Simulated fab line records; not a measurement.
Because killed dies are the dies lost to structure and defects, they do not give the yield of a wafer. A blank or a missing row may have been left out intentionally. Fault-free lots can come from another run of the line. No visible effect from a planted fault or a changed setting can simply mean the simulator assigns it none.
Split-lot experiment + flow n5Finfet + 21 wafers read from 7 lots, route of 1938 steps

== ON THE SPLIT ==
At N5_BEOL_M7_VIA_ETCH_34 (etches SiCOH lowk in C4F6/O2, target depth 125.5 nm, time 50.5 s), the setting sourceW was moved away from the recipe's 345 W on 5 of the 21 wafers read, by -15.2% to +5.4%. The other wafers ran this setting at the recipe's value.

The split's own step is where the reading is taken.

== THE READING ==
rfVppV, in V, at N5_BEOL_M7_VIA_ETCH_34 (etches SiCOH lowk in C4F6/O2, target depth 125.5 nm, time 50.5 s). Fault-free wafers of this fab line usually give 667 V, standard deviation 6.3 V.

| wafer  | tool, chamber at the split | sourceW as run, W | against the recipe | rfVppV, V | against lot-mates on the recipe |
|--------|----------------------------|-------------------|--------------------|-----------|---------------------------------|
| L074.1 | rieDiel-02, 3              | 345               | recipe             | 668       | -                               |
| L074.3 | rieDiel-02, 2              | 328.2             | -4.9%              | 682       | +16                             |
| L074.4 | rieDiel-02, 1              | 345               | recipe             | 663       | -                               |
| L076.1 | rieDiel-02, 0              | 345               | recipe             | 672       | -                               |
| L076.2 | rieDiel-02, 2              | 345               | recipe             | 665       | -                               |
| L076.5 | rieDiel-02, 2              | 345               | recipe             | 666       | -                               |
| L077.1 | rieDiel-01, 0              | 345               | recipe             | 670       | -                               |
| L077.4 | rieDiel-01, 3              | 292.6             | -15.2%             | 725       | +55                             |
| L077.5 | rieDiel-01, 0              | 292.6             | -15.2%             | 731       | +61                             |
| L079.2 | rieDiel-04, 2              | 345               | recipe             | 667       | -                               |
| L079.3 | rieDiel-04, 0              | 345               | recipe             | 679       | -                               |
| L079.6 | rieDiel-04, 2              | 345               | recipe             | 668       | -                               |
| L084.1 | rieDiel-01, 2              | 345               | recipe             | 656       | -                               |
| L084.3 | rieDiel-01, 0              | 345               | recipe             | 671       | -                               |
| L084.4 | rieDiel-01, 3              | 345               | recipe             | 666       | -                               |
| L090.1 | rieDiel-04, 2              | 345               | recipe             | 666       | -                               |
| L090.2 | rieDiel-04, 0              | 345               | recipe             | 679       | -                               |
| L090.6 | rieDiel-04, 1              | 345               | recipe             | 671       | -                               |
| L091.1 | rieDiel-01, 1              | 345               | recipe             | 673       | -                               |
| L091.3 | rieDiel-01, 2              | 363.6             | +5.4%              | 637       | -36                             |
| L091.6 | rieDiel-01, 3              | 363.6             | +5.4%              | 648       | -25                             |

THE FIT
A straight line over all 21 wafers: rfVppV changes by -3.99 V for each +1% of sourceW; r = -0.96; the points scatter about the line by 5.8 V.
The same after taking each lot's own level away (the mean of its wafers on the recipe; 21 wafers): -4.06 V for each +1%; r = -0.97; scatter 5.4 V.
The reading moves by 62 V for the largest change in sourceW, on that fit.
The lots' own levels span 664.3 to 673.0 V, that is 1.4 times the standard deviation above.
So the lot-to-lot level changes the slope little: the two slopes agree.
Check: for one of the wafers moved furthest among these (-15.2%), held out of the fit, the line's prediction against its lot-mates is +64.3 V. It came out at +55 V against them.
Tool readings at the split's step, against how far the setting was moved: rfVppV r = -0.96.

== FILE'S OWN FIT ==
rfVppV changes by -3.95 V for each +1% of sourceW, r = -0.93.
